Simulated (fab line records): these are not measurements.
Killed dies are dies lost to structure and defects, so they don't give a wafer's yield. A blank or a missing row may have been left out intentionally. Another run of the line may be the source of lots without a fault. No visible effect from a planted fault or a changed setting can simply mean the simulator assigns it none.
A struck lot beside a sound one    flow n5_finfet    20 out of 1938 route steps
Sound: the wafers L159.1, L159.5, L159.6. Struck: wafer L149.5; the same lot's L149.4 was not struck, so it is left out; see the end for the cause.
Per side, at each step with rows, come the tool, then ch with its chambers, and then its first start. Under that, the readings that differ: sound wafers    struck wafers    difference of the means    sigmas: that difference in standard deviations of wafers without a fault.
alike: readings with means less than 2 such deviations apart, plus words and numbers identical on both sides. not compared: withheld readings, readings lacking a value on some wafer, bounds such as >300 that could conceal the same value, and numbers that have no deviation in the record and whose values overlap.
Wherever a step has rows on one side only, a row that says differs or no value, or a row with sigmas, the two part there. Numbers that have no deviation but don't overlap get no sigmas and don't part them. Lack of a reading on every wafer of one side parts them only where that side has two or more wafers.

first, 6 steps without rows for these wafers: N5_BEOL_M3_COAT_05 (resist thk 30 nm); N5_BEOL_M3_EBR_07; N5_BEOL_M3_SOFTBAKE_06 (time 60 s); N5_BEOL_M3_EXPOSE_08 (exposes mask M3); N5_BEOL_M3_PEB_09 (peb time 60 s); N5_BEOL_M3_DEVELOP_10 (develop time 30 s).
N5_BEOL_M3_CD_MEAS_11: target cd 17.05 nm.
  sound on cd_sem-03 ch 0, day 11 07:46; struck on cd_sem-01 ch 0, day 9 08:49
  alike: cd_nm
N5_BEOL_M3_OVL_MEAS_12:
  sound on overlay-02 ch 0, day 11 07:47; struck on overlay-01 ch 0, day 9 08:52
  alike: M3_OVL
N5_BEOL_M3_INSPECT_13: inspects for defects (brightfield).
  sound on defect_inspect-02, day 11 07:51; struck on defect_inspect-01, day 9 08:54
  alike: raw_defect_count
N5_BEOL_M3_DESCUM_16: chemistry O2, time 7 s.
  sound on rie_diel-05 ch 0,1,2, day 11 07:53; struck on rie_diel-03 ch 0, day 9 09:16
  alike: drypump_motor_current_A, oes_product_au, rf_vpp_V, showerhead_plenum_p_Torr, throttle_valve_pct
  not compared: rf_hours_counter_h
N5_BEOL_M3_ETCH_74: etches underlayer in N2/H2, target depth 6.5 nm, time 5.2 s.
  sound on rie_diel-05 ch 0,1,2, day 11 07:55; struck on rie_diel-03 ch 0, day 9 09:19
  alike: drypump_motor_current_A, etch_rf_on_time_s, oes_product_au, rf_vpp_V, showerhead_plenum_p_Torr, throttle_valve_pct
  not compared: rf_hours_counter_h
N5_BEOL_M3_ETCH_63: etches SiARC in CF4, target depth 15.6 nm, time 26 s.
  sound on rie_diel-05 ch 0,1,2, day 11 07:56; struck on rie_diel-03 ch 0, day 9 09:19
  alike: drypump_motor_current_A, etch_rf_on_time_s, oes_product_au, rf_vpp_V, showerhead_plenum_p_Torr, throttle_valve_pct
  not compared: rf_hours_counter_h
N5_BEOL_M3_ETCH_64: etches SOC in N2/H2, target depth 75 nm, overetch 15 nm, time 112.5 s.
  sound on rie_diel-05 ch 0,1,2, day 11 07:58; struck on rie_diel-03 ch 0, day 9 09:21
reading                                     sound      struck  difference  sigmas
model.SiARC_of_BEOL_M3_COAT_62.thk_nm (nm)  7 6.6 6.8  5       -2          
model.BEOL_M3.cd_offset_nm (nm)             0 0 -0.2   0.8     +0.9        
  alike: drypump_motor_current_A, oes_product_au, rf_vpp_V, showerhead_plenum_p_Torr, throttle_valve_pct
  not compared: rf_hours_counter_h
then, 2 steps without rows for these wafers: N5_BEOL_M3_STRIP_65 (strips in N2/H2); N5_BEOL_M3_STRIP_75 (strips in N2/H2).
N5_BEOL_M3_STRIP_66: strips in CF4.
  sound on rie_diel-05 ch 0,1,2, day 11 08:05; struck on rie_diel-03 ch 0, day 9 09:29
  alike: drypump_motor_current_A, oes_product_au, rf_vpp_V, showerhead_plenum_p_Torr, throttle_valve_pct
  not compared: rf_hours_counter_h
N5_BEOL_M3_HM_OPEN_17: chemistry Cl2/BCl3, target TiN, target depth 20 nm, overetch 6 nm.
  sound on rie_metal-02 ch 0,1, day 11 08:14; struck on rie_metal-02 ch 1, day 9 09:33
reading                          sound        struck  difference  sigmas
model.BEOL_M3.cd_offset_nm (nm)  -0.2 0 -0.4  0.8     +1.0        
  alike: drypump_motor_current_A, oes_ar_750_au, oes_product_au, throttle_valve_pct
  not compared: rf_hours_counter_h
N5_BEOL_M3_STRIP_19: strips in O2.
  sound on rie_diel-03 ch 0,1, day 11 08:21; struck on rie_diel-03 ch 2, day 9 09:38
  alike: drypump_motor_current_A, oes_product_au, rf_vpp_V, showerhead_plenum_p_Torr, throttle_valve_pct
  not compared: rf_hours_counter_h
N5_BEOL_M4_RC_MEAS_101:
  sound on prober-02 ch 0, day 12 08:23; struck on prober-01 ch 0, day 10 17:41
  alike: DIBL_N, DIBL_P, IOFF_N, IOFF_P, ION_N, ION_P, SS_N, SS_P, VT_N, VT_P
N5_PASSIVATION_PROBE_49:
  sound wafers here have rows in the record (prober-02, day 16 16:11); struck ones have none

## WHERE THEY PART
N5_PASSIVATION_PROBE_49 only, going by this record.

WHY: the cause the simulator had injected
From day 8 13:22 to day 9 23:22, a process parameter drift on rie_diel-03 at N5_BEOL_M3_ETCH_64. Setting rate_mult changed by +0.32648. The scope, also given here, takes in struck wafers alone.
